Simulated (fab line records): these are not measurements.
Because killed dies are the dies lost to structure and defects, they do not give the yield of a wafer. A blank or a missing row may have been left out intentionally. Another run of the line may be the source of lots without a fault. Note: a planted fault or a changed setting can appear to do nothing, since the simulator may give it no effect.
fab line records    flow n5-finfet
[record] lots = 5  wafers = 12  last-day = 17
route steps=1938 shown BEOL_M8@1368 BEOL_M9@1401 BEOL_M15@1830 PASSIVATION@1936
lots that met no fault: from a run of the same line without faults
start-h: the number of hours between the record's first day and the start of the first shown wafer of the lot    wait-h: hours since the lot's step before    " unchanged from the row above    L1.1+2: a single row standing in for several wafers    - either no value or no given start    * or withheld: withheld    < > ~ a bound
route shown NAME@n: NAME is a module with steps in the file, n the number in the route of the first one    usual: mean/standard deviation of fault-free wafers    same: alike in all rows    chamber/n: place in a boat    sites: each site's reading    _std_site: standard deviation of those values    _edge_site: outer sites' mean less inner sites'    radius-mm: how far each site lies from the wafer's centre    mask NAME#n: copy n    behind: the tool/chamber that last shaped the wafer    hold: why the lot was held/for how many hours/how that ended    device: whichever transistor did not switch (one of n, p or np)    end of line: the tests these same wafers got at the end of their route    step lacking rows: just its recipe    killed: at the first sort, the dies lost to defects and structure; wafer yield is something else    map: the dies of a wafer, with x for killed, . for not killed, _ for no die there
set.NAME: the setting as run; set.NAME@STEP: as run at that earlier step    model.NAME: the simulator's own value behind a step, which no gauge read
lots at some steps of the route; a table a step, a row a wafer
services: from which hour (start-h, from the record's first day; less than 0 if before it) a tool's chamber was out of use, for how many hours, and why
[[steps]]
[step N5_BEOL_M8_DESCUM_33]
[recipe] chemistry = O2  time-s = 7  source-power-w = 50  bias-power-w = 20  pressure-mtorr = 20  rf-frequency-hz = 2.712e+07  temp-c = 40  resist = CAR-EUV  o2-flow-sccm = 225
[step N5_BEOL_M8_ETCH_72]
[recipe] chemistry = N2/H2  target = underlayer  target-depth-a = 65  mask-material = CAR-EUV  time-s = 5.2  ion-energy-ev = 200  pressure-mtorr = 30  source-w = 840  bias-w = 150  n2-flow-sccm = 200  h2-flow-sccm = 200  ends = cleared
[step N5_BEOL_M8_ETCH_65]
[recipe] chemistry = CF4  target = SiARC  target-depth-a = 156  mask-material = CAR-EUV  time-s = 26  ion-energy-ev = 80  pressure-mtorr = 40  source-w = 545  bias-w = 36  Ar_flow_sccm = 100  cf4-flow-sccm = 100  ends = cleared
[step N5_BEOL_M8_ETCH_66]
[recipe] chemistry = N2/H2  target = SOC  target-depth-a = 800  overetch-a = 160  mask-material = SiARC  temp-c = 40  time-s = 120  ion-energy-ev = 200  pressure-mtorr = 30  source-w = 840  bias-w = 150  n2-flow-sccm = 200  h2-flow-sccm = 200
[step N5_BEOL_M8_STRIP_69]
[recipe] chemistry = N2/H2  temp-c = 40  n2-flow-sccm = 200  h2-flow-sccm = 200  rf-frequency-hz = 6e+07
[step N5_BEOL_M8_STRIP_73]
[recipe] chemistry = N2/H2  temp-c = 40  n2-flow-sccm = 200  h2-flow-sccm = 200  rf-frequency-hz = 6e+07
[step N5_BEOL_M8_VIA_ETCH_34]
[recipe] chemistry = C4F6/O2  target = SiCOH_lowk  target-depth-a = 1255  mask-material = SOC  taper-deg = 4  time-s = 50.5  ion-energy-ev = 250  pressure-mtorr = 30  source-w = 345  bias-w = 185  Ar_flow_sccm = 300  C4F6_flow_sccm = 10  O2_flow_sccm = 10
[step N5_BEOL_M8_STRIP_76]
[recipe] chemistry = C4F6/O2  resist = SiARC  rf-frequency-hz = 6e+07
[step N5_BEOL_M8_STRIP_36]
[recipe] chemistry = N2/H2  power-w = 450  temp-c = 40  pressure-mtorr = 20  rf-frequency-hz = 6e+07  overash-fraction = 0.3  bias-power-w = 7  h2-frac = 0.5  n2-flow-sccm = 200  h2-flow-sccm = 200
[step N5_BEOL_M8_TRENCH_ETCH_37]
[recipe] chemistry = C4F6/O2  target-depth-a = 934.78  target = SiCOH_lowk  time-s = 31.2  ion-energy-ev = 250  pressure-mtorr = 30  source-w = 345  bias-w = 185  Ar_flow_sccm = 300  C4F6_flow_sccm = 10  O2_flow_sccm = 10
[usual] drypump-motor-current-A = 5.5/0.47  oes-product-au = 0.81/0.088  rf-vpp-V = 670/18  run-length-s = 54.5/0.42  showerhead-plenum-p-Torr = 2.86/0.096  throttle-valve-pct = 20.89/0.25
lot.wafer  tool         chamber  start-h  wait-h  drypump-motor-current-A  oes-product-au  rf-hours-counter-h  rf-vpp-V  run-length-s  showerhead-plenum-p-Torr  throttle-valve-pct  model.BEOL_M8.feature-depth-nm  model.etch.depth-nm
L654.2     rie-diel-03  0        266.78   -       5.0                      0.83            71                  676       54.7          2.87                      20.85               97                              96.97
L654.4     "            0        "        "       5.0                      0.82            -                   676       54.5          2.86                      20.85               95.6                            95.57
L654.6     "            3        "        "       4.9                      0.89            -                   705       54.5          3.02                      20.79               96                              95.91
L663.1     rie-diel-03  1        313.86   -       5.8                      0.94            11                  659       54.5          2.79                      20.51               95                              94.95
L663.5     "            3        "        "       4.8                      0.86            -                   704       51.0          3.01                      20.83               85                              85.01
L662.1     rie-diel-03  1        316.56   -       5.8                      0.93            13                  661       54.2          2.79                      20.49               93.4                            93.37
L662.2     "            3        "        "       4.8                      0.85            56                  705       51.3          3.01                      20.81               83.4                            83.49
L664.1     rie-diel-03  1        321.47   -       5.8                      0.93            15                  660       54.5          2.79                      20.50               94.4                            94.45
L664.2     "            0        "        "       5.0                      0.80            92                  675       50.8          2.86                      20.89               84.6                            84.6
L670.2     rie-diel-02  0        351.14   -       6.3                      0.75            145                 647       54.0          2.85                      21.28               93                              92.98
L670.4     "            0        "        "       6.3                      0.75            -                   648       54.3          2.85                      21.26               92.6                            92.53
L670.6     "            2        "        "       5.3                      0.71            -                   655       54.7          2.93                      20.74               93.2                            93.18
[step N5_BEOL_M8_ETCH_41]
[recipe] chemistry = CH3F/O2  target = SiCN  target-depth-a = 319  taper-deg = 2  time-s = 57.8  ion-energy-ev = 120  mask-material = TiN  pressure-mtorr = 30  source-w = 395  bias-w = 75  Ar_flow_sccm = 150  CH3F_flow_sccm = 30  O2_flow_sccm = 20
[step N5_BEOL_M8_STRIP_80]
[recipe] chemistry = N2/H2  time-s = 10  power-w = 450  temp-c = 40  pressure-mtorr = 20  rf-frequency-hz = 6e+07  bias-power-w = 7  n2-flow-sccm = 200  h2-flow-sccm = 200
[step N5_BEOL_M8_OCD_MEAS_38]
[usual] trench-depth-nm = 94.2/1.8
lot.wafer  tool    chamber  start-h  wait-h  trench-depth-nm
L654.2     ocd-02  -        266.93   -       97.1
L654.4     "       -        "        "       95.2
L654.6     "       -        "        "       95.9
L663.1     ocd-02  -        314.01   -       94.6
L663.5     "       -        "        "       85.2
L662.1     ocd-02  -        316.72   -       93.1
L662.2     "       -        "        "       84.0
L664.1     ocd-01  -        321.62   -       94.5
L664.2     "       -        "        "       84.6
L670.2     ocd-02  -        351.30   -       92.7
L670.4     "       -        "        "       92.8
L670.6     "       -        "        "       93.1
[step N5_BEOL_M8_HM_STRIP_39]
[recipe] chemistry = peroxide-tin-strip  material = TiN  target-depth-a = 250  temp-c = 50  time-s = 158
[step N5_BEOL_M8_SRD_40]
[recipe] time-s = 30  temp-c = 23  rinse-liquid = diw  dry = ipa-marangoni
[step N5_BEOL_M8_PRECLEAN_42]
[recipe] chemistry = residue-remover  time-s = 60  temp-c = 40
[step N5_BEOL_M8_SRD_43]
[recipe] time-s = 30  temp-c = 23  rinse-liquid = diw  dry = ipa-marangoni
[step N5_BEOL_M8_CURE_75]
[recipe] temp-c = 370  time-s = 120  ambient = DMADMS/He  material = SiCOH_lowk
[step N5_BEOL_M8_DEGAS_44]
[recipe] ambient = vacuum  temp-c = 250  time-s = 60
[step N5_BEOL_M8_PRE_CLEAN_45]
[recipe] gas = H2/He  time-s = 30  temp-c = 250
[step N5_BEOL_M8_ALD_77]
[recipe] material = TaN  target-thk-a = 20  temp-c = 275  ald-precursor-family = PDMAT  ald-co-reactant = NH3  pressure-torr = 3  carrier-flow-sccm = 1500  pulse-time-s = 2  purge-time-s = 3  co-reactant-purge-time-s = 2  co-reactant-pulse-time-s = 3  ald-cycles = 40  precursor-vessel-temp-c = 75  precursor-vessel-pressure-torr = 26.25  precursor-vessel-carrier-sccm = 1000
[step N5_BEOL_M8_SURFACE_TREAT_79]
[recipe] gas = Ar  time-s = *  ion-energy-ev = *  ion-current-ma-cm2 = 0.5  pressure-mtorr = *  ar-flow-sccm = 30
[step N5_BEOL_M8_CVD_78]
[recipe] material = Co  target-thk-a = 20  temp-c = withheld  precursor = CCTBA/H2  pressure-torr = 30  time-s = 142.3
[step N5_BEOL_M8_SPUTTER_48]
[recipe] material = Cu  target-thk-a = 100  temp-c = -20  bias-v = 60  power-w = 26000  chamber-pressure-pa = 0.13  time-s = 1.667
[step N5_BEOL_M8_ECD_50]
[recipe] material = Cu  target-thk-a = 3000
[step N5_BEOL_M8_ANNEAL_51]
[recipe] temp-c = 225  time-s = 90  ambient = N2
[step N5_BEOL_M8_CMP_52]
[recipe] stop-on = SiCOH_lowk  t-overpolish-s = 6.9  down-force-psi = 1  platen-rpm = 50  clearing-platen-down-force-psi = 1.5  clearing-platen-rpm = 50  post-cmp-clean = cu-alkaline  target-thk-nm = 80  clearing-platen-pad-velocity-m-s = 0.99484  pad-velocity-m-s = 0.99484
[usual] barrier-field-endpoint-s = 28.8/0.87  motor-current-A = 6.2/0.67  overpolish-run-s = 6.900/0.0086  platen-rpm = 50.00/0.032  slurry-flow-ml-min = 150.0/0.44  time-to-endpoint-s = 61/4.2
lot.wafer  tool    chamber  start-h  wait-h  barrier-field-endpoint-s  motor-current-A  overpolish-run-s  platen-rpm  slurry-flow-ml-min  time-to-endpoint-s  model.Cu_of_BEOL_M8_ECD_50.thk-nm
L654.2     cmp-02  3        269.36   0.3     29.3                      6.6              6.899             50.02       150.2               66                  83.4
L654.4     "       0        "        "       28.9                      7.3              6.889             50.01       150.5               62                  81.8
L654.6     "       2        "        "       29.0                      5.0              6.897             49.95       149.1               66                  81.2
L663.1     cmp-01  1        318.17   0.3     29.0                      7.4              6.896             50.02       151.1               71                  83.2
L663.5     "       0        "        "       30.8                      5.8              6.905             49.98       149.5               71                  71.4
L662.1     cmp-02  1        320.03   0.3     27.8                      5.9              6.892             50.01       149.8               62                  79
L662.2     "       2        "        "       28.7                      5.1              6.905             49.99       150.1               63                  69.6
L664.2     cmp-02  2        324.37   0.2     28.5                      5.0              6.887             49.98       149.7               60                  69.8
L664.1     "       3        "        "       29.4                      6.4              6.898             50.02       150.4               68                  82.2
L670.2     cmp-02  1        354.88   0.2     27.7                      5.6              6.893             50.00       150.1               58                  78.6
L670.4     "       2        "        "       29.1                      4.9              6.898             50.00       150.4               61                  78.8
L670.6     "       2        "        "       29.0                      4.9              6.909             49.99       149.5               61                  80
[step N5_BEOL_M8_THK_MEAS_53]
[recipe] thk-meas-gauge = xrf  reads = Cu_of_BEOL_M8_ECD_50
[usual] M8_THK = 79.2/2.3
lot.wafer  tool           chamber  start-h  wait-h  M8_THK[nm]
L654.2     film-metro-02  -        269.58   -       83.3
L654.4     "              -        "        "       81.1
L654.6     "              -        "        "       80.9
L663.1     film-metro-01  -        318.43   -       82.2
L663.5     "              -        "        "       70.4
L662.1     film-metro-01  -        320.25   -       78.5
L662.2     "              -        "        "       69.0
L664.1     film-metro-01  -        324.66   -       82.7
L664.2     "              -        "        "       70.0
L670.2     film-metro-02  -        355.18   -       77.9
L670.4     "              -        "        "       78.2
L670.6     "              -        "        "       80.0
[step N5_BEOL_M8_PRE_CLEAN_55]
[recipe] gas = NH3  time-s = 15  temp-c = withheld  rf-power-w = 300
[step N5_BEOL_M8_DEP_56]
[recipe] material = SiCN  target-thk-a = 100  temp-c = withheld  precursor = 3MS/NH3  pressure-torr = 3  rf-w = 202  time-s = 17.5
[step N5_BEOL_M8_RS_MEAS_57]
[recipe] thk-meas-gauge = four-point-probe  reads = Cu_of_BEOL_M8_ECD_50+Co_of_BEOL_M8_CVD_78+TaN_of_BEOL_M8_ALD_77
[usual] M8_RS = 0.285/0.009
lot.wafer  tool           chamber  start-h  wait-h  M8_RS[ohm/sq]
L654.2     film-metro-01  -        269.71   0.1     0.272
L654.4     "              -        "        "       0.279
L654.6     "              -        "        "       0.281
L663.1     film-metro-02  -        318.56   0.1     0.273
L663.5     "              -        "        "       0.328
L662.1     film-metro-02  -        320.38   0.1     0.290
L662.2     "              -        "        "       0.338
L664.1     film-metro-01  -        324.79   0.1     0.277
L664.2     "              -        "        "       0.337
L670.2     film-metro-01  -        355.31   0.1     0.291
L670.4     "              -        "        "       0.291
L670.6     "              -        "        "       0.286
[step N5_BEOL_M9_ILD_DEP_00]
[recipe] material = SiCOH_lowk  target-thk-a = 3085.1  temp-c = 300  precursor = DEMS/porogen  pressure-torr = 5  rf-w = 500  time-s = 58
[step N5_BEOL_M9_CURE_71]
[recipe] temp-c = 385  time-s = 240  ambient = He/Ar  material = SiCOH_lowk
[step N5_BEOL_M9_PECVD_70]
[recipe] material = SiO2  target-thk-a = 200  temp-c = 400  precursor = TEOS/O2  pressure-torr = 5.5  rf-w = 450  teos-flow-sccm = 53.8  gas = O2  flow-sccm = 3000  time-s = 22.7
[step N5_BEOL_M9_HM_DEP_02]
[recipe] material = TiN  target-thk-a = 200  temp-c = 25  chamber-pressure-pa = 0.49996
[step N5_BEOL_M9_COAT_59]
[recipe] resist = SOC  temp-c = 250  time-s = 60  spin-rpm = 1500  resist-thk-nm = 100
[step N5_BEOL_M15_RC_MEAS_101]
[usual] COMB_M10 = 1.5e-11/3.2e-12  COMB_M11 = 1.5e-11/3.6e-12  COMB_M12 = 6.8e-12/1.4e-12  COMB_M13 = 4.9e-12/1.1e-12  COMB_M13_max_site = 7e-12/1.8e-12  COMB_M14 = 3.8e-12/8.6e-13  COMB_M15 = 2.8e-12/8e-13  COMB_M5 = 3.7e-11/7.5e-12  COMB_M5_max_site = 5.3e-11/1.2e-11  COMB_M6 = 2.7e-11/5.6e-12  COMB_M7 = 2.6e-11/5.4e-12  COMB_M8 = 2.6e-11/5.3e-12  COMB_M9 = 1.46e-11/2.9e-12  SERP_M10 = 3.01/0.078  SERP_M11 = 3.11/0.12  SERP_M12 = 0.633/0.024  SERP_M13 = 0.307/0.0083  SERP_M14 = 0.159/0.006  SERP_M14_max_site = 0.161/0.006  SERP_M5 = 39.8/2.2  SERP_M6 = 13.5/0.71  SERP_M7 = 13.8/0.67  SERP_M8 = 13.8/0.74  SERP_M8_max_site = 14.4/0.78  SERP_M9 = 3.10/0.11
lot.wafer  tool       chamber  start-h  wait-h  COMB_M10[S/m]  COMB_M11[S/m]  COMB_M12[S/m]  COMB_M13[S/m]  COMB_M13_max_site[S/m]  COMB_M14[S/m]  COMB_M15[S/m]  COMB_M5[S/m]  COMB_M5_max_site[S/m]  COMB_M6[S/m]  COMB_M7[S/m]  COMB_M8[S/m]  COMB_M9[S/m]  SERP_M10[ohm/um]  SERP_M11[ohm/um]  SERP_M12[ohm/um]  SERP_M13[ohm/um]  SERP_M14[ohm/um]  SERP_M14_max_site[ohm/um]  SERP_M5[ohm/um]  SERP_M6[ohm/um]  SERP_M7[ohm/um]  SERP_M8[ohm/um]  SERP_M8_max_site[ohm/um]  SERP_M9[ohm/um]
L654.2     prober-02  0        321.13   0.2     1.3e-11        1.4e-11        7.8e-12        4.7e-12        8.8e-12                 3.5e-12        3.7e-12        3.2e-11       4.4e-11                4e-11         2.7e-11       2e-11         1.47e-11      3.11              3.24              0.624             0.315             0.153             0.156                      37.9             13.2             13.3             13.1             13.2                      3.08
L654.4     "          0        "        "       8e-12          1.6e-11        6.1e-12        5.4e-12        8.4e-12                 4e-12          2.5e-12        2.9e-11       4.8e-11                2.6e-11       2.8e-11       1.8e-11       1.33e-11      3.11              3.19              0.648             0.305             0.163             0.164                      38.1             15.2             12.9             13.0             13.5                      3.04
L654.6     "          0        "        "       9e-12          1.2e-11        8.6e-12        4.8e-12        7.6e-12                 4.6e-12        2.6e-12        4.2e-11       7.3e-11                4.3e-11       2.6e-11       2.3e-11       9e-12         3.12              3.29              0.688             0.308             0.152             0.153                      39.4             15.6             12.9             14.2             15.4                      2.97
L663.1     prober-02  0        365.14   0.0     1.6e-11        9e-12          1.14e-11       4.4e-12        5.9e-12                 4.2e-12        2.2e-12        2.6e-11       3.5e-11                2e-11         2.3e-11       3.2e-11       1.57e-11      2.89              3.16              0.648             0.300             0.156             0.157                      41.7             11.7             13.1             13.4             13.9                      3.19
L663.5     "          0        "        "       1.6e-11        1.2e-11        5.9e-12        3.1e-12        5.5e-12                 3.7e-12        2.1e-12        2.2e-11       3.5e-11                2.2e-11       2.7e-11       2.4e-11       1.61e-11      3.10              3.12              0.667             0.305             0.162             0.164                      42.3             13.4             14.5             14.8             15.7                      3.00
L662.1     prober-02  0        371.36   0.0     1.5e-11        1.3e-11        6.3e-12        4e-12          7.5e-12                 3.2e-12        1.7e-12        2.5e-11       4.8e-11                2.9e-11       2.6e-11       2.2e-11       1.28e-11      3.07              2.99              0.602             0.314             0.162             0.163                      36.9             13.1             13.7             13.9             14.5                      3.00
L662.2     "          0        "        "       1.3e-11        1.4e-11        4.9e-12        3.9e-12        5.5e-12                 3.6e-12        3.2e-12        2.4e-11       3.4e-11                2.9e-11       2e-11         2.9e-11       1.67e-11      2.92              3.06              0.643             0.298             0.153             0.156                      37.3             12.3             14.2             16.5             17.9                      3.01
L664.1     prober-01  0        383.00   0.0     2.1e-11        1.4e-11        7.3e-12        5.6e-12        8.7e-12                 4.5e-12        3.6e-12        4e-11         7.5e-11                2.4e-11       2.5e-11       3.5e-11       1.48e-11      3.03              3.04              0.660             0.306             0.160             0.160                      40.6             13.4             13.6             14.4             15.0                      3.11
L664.2     "          0        "        "       1.9e-11        2.3e-11        7.7e-12        5.4e-12        7.7e-12                 4.2e-12        4.3e-12        4e-11         5.9e-11                2.8e-11       3.2e-11       2.3e-11       1.75e-11      2.98              3.34              0.633             0.307             0.162             0.163                      38.5             14.0             15.3             17.1             18.5                      3.13
L670.2     prober-01  0        403.83   0.2     2.5e-11        1.9e-11        5.9e-12        6.2e-12        8.4e-12                 4.8e-12        3.7e-12        4.8e-11       7e-11                  1.9e-11       2.8e-11       2.3e-11       1.27e-11      3.10              3.18              0.670             0.299             0.166             0.168                      38.3             14.4             14.1             15.0             16.2                      3.01
L670.4     "          0        "        "       2.7e-11        2e-11          6.2e-12        5.9e-12        7.2e-12                 5.7e-12        3.5e-12        3.7e-11       5e-11                  2.6e-11       3e-11         3.2e-11       1.17e-11      3.08              2.92              0.679             0.304             0.167             0.170                      39.1             12.8             13.8             14.5             15.0                      3.17
L670.6     "          0        "        "       2e-11          1.5e-11        7.3e-12        5e-12          5.6e-12                 5e-12          3e-12          4.9e-11       5.9e-11                2.6e-11       2.2e-11       2.8e-11       1.89e-11      3.16              3.03              0.634             0.307             0.171             0.173                      40.0             12.4             13.5             14.5             15.2                      3.03
// sites SERP_M8 radius-mm=0,75,75,75,75,140,140,140,140
L654.2 13.1 12.8 13.2 13.2 12.9 12.8 13.2 13.2 12.9
L663.1 12.6 12.6 13.4 12.9 13.0 13.6 13.7 13.7 13.9
L662.1 13.1 13.9 13.8 13.5 13.5 14.0 14.5 14.4 13.9
L664.1 14.3 14.4 14.7 14.7 14.1 14.5 15.0 14.4 14.4
L670.2 15.0 15.6 15.0 16.2 14.4 15.5 14.6 16.2 14.2
[step N5_PASSIVATION_PROBE_49]
[usual] defect-limited-yield = 91.2/1.4  killed_at_M0_to_M3 = 34/9.3  killed_at_M4_up = 14/5.9  killed-at-contacts = 14/5.7  killed-at-front-end = 38/10  killed-at-other = 4/3.2  killed-dies = 104/17  killed-open = 67/13  killed-short = 33/6.9  sort_bin_5_function = 5.2/1  sort_bin_6_memory = 3.3/0.61  sort_bin_8_speed = 0.3/1.8  sort-n-pass = 1069/52
[same] gross-dies = 1180  killed-at-back-side = 0  sort_bin_4_leakage[%] = 0
lot.wafer  tool       chamber  start-h  wait-h  defect-limited-yield[%]  killed_at_M0_to_M3  killed_at_M4_up  killed-at-contacts  killed-at-front-end  killed-at-other  killed-dies  killed-open  killed-short  sort_bin_5_function[%]  sort_bin_6_memory[%]  sort_bin_8_speed[%]  sort-n-pass
L654.2     prober-01  -        335.98   0.1     88.3                     50                  23               17                  36                   12               138          88           38            7.3                     4.0                   0                    1042
L663.1     prober-01  -        380.70   0.0     87.3                     39                  14               57                  38                   2                150          79           31            9.0                     3.4                   1.4                  1013
L663.5     prober-01  -        380.90   0.2     91.8                     37                  6                17                  33                   4                97           55           37            4.9                     3.0                   2.3                  1056
L664.2     prober-02  -        398.66   0.1     93.2                     23                  8                8                   34                   7                80           45           33            3.9                     2.5                   0                    1100
// killed by level:class
L654.2 MOL_CONTACT_COAG:geometric-particle:open=14 BEOL_M4:geometric-particle:open=11 BEOL_M3:geometric-particle:open=11 BEOL_M1:geometric-particle:open=9 BEOL_M2:geometric-particle:short=9 FIN_SAQP:geometric-particle:short=7 BEOL_M0_SAQP:geometric-particle:open=7 PASSIVATION:area-etch=6
L663.1 MOL_CONTACT_COAG:area-etch=34 MOL_CONTACT_COAG:geometric-particle:open=17 FIN_SAQP:geometric-particle:open=12 BEOL_M0_SAQP:geometric-particle:open=11 BEOL_M0_SAQP:geometric-particle:short=7 BEOL_M3:geometric-particle:open=6 MOL_CONTACT_COAG:geometric-particle:short=5 BEOL_M2:geometric-particle:open=5
L663.5 MOL_CONTACT_COAG:geometric-particle:open=13 FIN_SAQP:geometric-particle:short=8 BEOL_M2:geometric-particle:open=8 BEOL_M0_SAQP:geometric-particle:short=7 BEOL_M3:geometric-particle:open=6 FIN_SAQP:geometric-particle:open=4 DUMMY_GATE:geometric-particle:open=4 BEOL_M6:geometric-particle:open=4
L664.2 FIN_SAQP:geometric-particle:short=7 STI_FIN_REVEAL:geometric-particle:open=5 BEOL_M3:geometric-particle:open=5 MOL_CONTACT_COAG:geometric-particle:short=4 MOL_CONTACT_COAG:geometric-particle:open=4 PAD_METAL:geometric-particle:open=4 FIN_SAQP:geometric-particle:open=3 ILD0:geometric-particle:short=3
[[services]]
tool         chamber  start-h  hours  kind
cmp-01       -        243.20   0.8    repair
rie-diel-03  1        263.46   -      clean
rie-diel-03  1        263.46   -      consumable-replace:focus-ring
rie-diel-02  1        286.15   11.8   repair
cmp-02       -        295.18   1.3    repair
cmp-01       -        305.16   2.4    repair
cmp-02       -        305.50   7.7    pm
rie-diel-02  3        333.88   28.2   repair
cmp-01       -        350.13   2.1    repair
[[key]]
[first-sign] step = N5_BEOL_M8_TRENCH_ETCH_37  reading = run-length-s  direction = down  sigmas = 8.1  usual = *  struck = *
[effect] step = N5_BEOL_M8_OCD_MEAS_38  reading = trench-depth-nm  direction = down  sigmas = 5.4  usual = 94.2  struck = 84.6
[effect] step = N5_BEOL_M8_THK_MEAS_53  reading = M8_THK  direction = down  sigmas = 4  usual = 79.2  struck = 69.8
[effect] step = N5_BEOL_M8_RS_MEAS_57  reading = M8_RS  direction = up  sigmas = 5.5  usual = 0.285  struck = 0.334
[effect] step = N5_BEOL_M15_RC_MEAS_101  reading = SERP_M8  direction = up  sigmas = 3.3  usual = 13.8  struck = 16.2
[model-effect] step = N5_BEOL_M8_TRENCH_ETCH_37  value = BEOL_M8.feature-depth-nm  without = 95.33  struck = 84.33
[model-effect] step = N5_BEOL_M8_CMP_52  value = Cu_of_BEOL_M8_ECD_50.thk-nm  without = 81.2  struck = 70.27
met-at N5_BEOL_M8_TRENCH_ETCH_37
struck-wafers L662.2,L663.5,L664.2
[baseline-loss] step = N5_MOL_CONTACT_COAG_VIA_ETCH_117  wafers = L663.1
onset-between 266.78 313.86
[fault] kind = process-parameter-drift  tool = rie-diel-03  chamber = -  onset-h = 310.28  steps = N5_BEOL_M8_TRENCH_ETCH_37  channel = time-s  offset = *  shape = step  end-h = 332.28  scope = struck-wafers-only  acts-in = *  stated = *
// baseline-loss: these wafers lose ten dies or more at that step, a loss of the line's own and not of a fault; the sort's usual values leave them out
